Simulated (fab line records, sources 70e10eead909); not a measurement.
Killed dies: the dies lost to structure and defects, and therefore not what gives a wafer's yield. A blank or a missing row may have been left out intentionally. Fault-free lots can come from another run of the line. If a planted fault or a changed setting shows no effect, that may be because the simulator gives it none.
One fault through the eyes of 2 desks    flow nand harc    each desk holds nothing but its own numbers, with what lay behind them at the end

THE METROLOGY DESK
Lot by lot, what the gauges showed, no matter which tool ran the lot: averages of those sampled wafers that carry a number. Any lot whose mean is over 4 standard deviations away from the usual mean is out of limits and marked OUT; that distance is given in the brackets.
Columns: A = overlay x nm at NHARC_A_SLIT_OVL_MEAS_10, usual 0.0 nm; B = overlay y nm at NHARC_A_SLIT_OVL_MEAS_10, usual 0.0 nm
lot   first seen here  A     B
L866  day 15 05:59     0.1   -0.9
L867  day 15 14:25     0.7   0.1
L871  day 16 19:30     0.3   -0.1
L874  day 16 20:53     0.6   0.0
L873  day 16 21:15     0.3   0.8
L875  day 17 16:48     -1.1  1.1
L877  day 18 14:21     0.2   1.1
L878  day 18 15:34     0.1   0.3
L881  day 19 03:48     0.4   0.1
L882  day 19 17:18     -1.7  0.1
L885  day 19 18:21     -0.2  0.0
L886  day 20 03:31     -0.3  -0.4
Finding of this desk: none of the 12 lots has anything out of limits.

TOOL OWNER'S DESK, rie metal-03
The tool's own readings at NHARC_A_WL_FILL_ETCHBACK_05 (etches the open film in Cl2/BCl3, target depth 22 nm, time 60 s): means of the sampled wafers that have a number, for each lot that ran on this tool. Any lot whose mean is over 4 standard deviations away from the usual mean is out of limits and marked OUT; that distance is given in the brackets.
Columns: A = drypump motor current A at NHARC_A_WL_FILL_ETCHBACK_05, usual 5.8 A; B = oes product au at NHARC_A_WL_FILL_ETCHBACK_05, usual 0.999 a.u.; C = run length s at NHARC_A_WL_FILL_ETCHBACK_05, usual 81.4 s
lot   first seen here  A    B      C
L866  day 15 20:41     5.7  1.013  81.6
L871  day 17 20:01     6.1  1.007  81.4
L877  day 19 06:10     5.4  0.992  82.0
L881  day 19 19:34     6.1  0.994  88.2 (+18) OUT
L882  day 20 11:51     6.5  1.003  91.2 (+26) OUT
L886  day 20 20:58     5.8  0.997  84.9 (+9.2) OUT
Finding of this desk: L881, L882, L886 out of limits; the first was L881 at day 19 19:34, on run length s at NHARC_A_WL_FILL_ETCHBACK_05. In limits: L866, L871, L877.

BROUGHT TOGETHER
The tool owner's desk had the chance to raise an alarm at day 19 19:34 on L881, L882, L886.
Nothing out of limits was seen by the metrology desk.
The metrology desk has L881, L882, L886 on record, within its limits.
The lots listed all ran NHARC_A_WL_FILL_ETCHBACK_05 on rie metal-03.

WHAT THE SIMULATOR PUT IN
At NHARC_A_WL_FILL_ETCHBACK_05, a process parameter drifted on rie metal-03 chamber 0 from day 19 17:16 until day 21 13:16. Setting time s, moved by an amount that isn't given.
Struck lots among those shown: L881, L882, L886.
Each desk's first reading out of limits, in hours after the fault started: the tool owner's desk, 2.
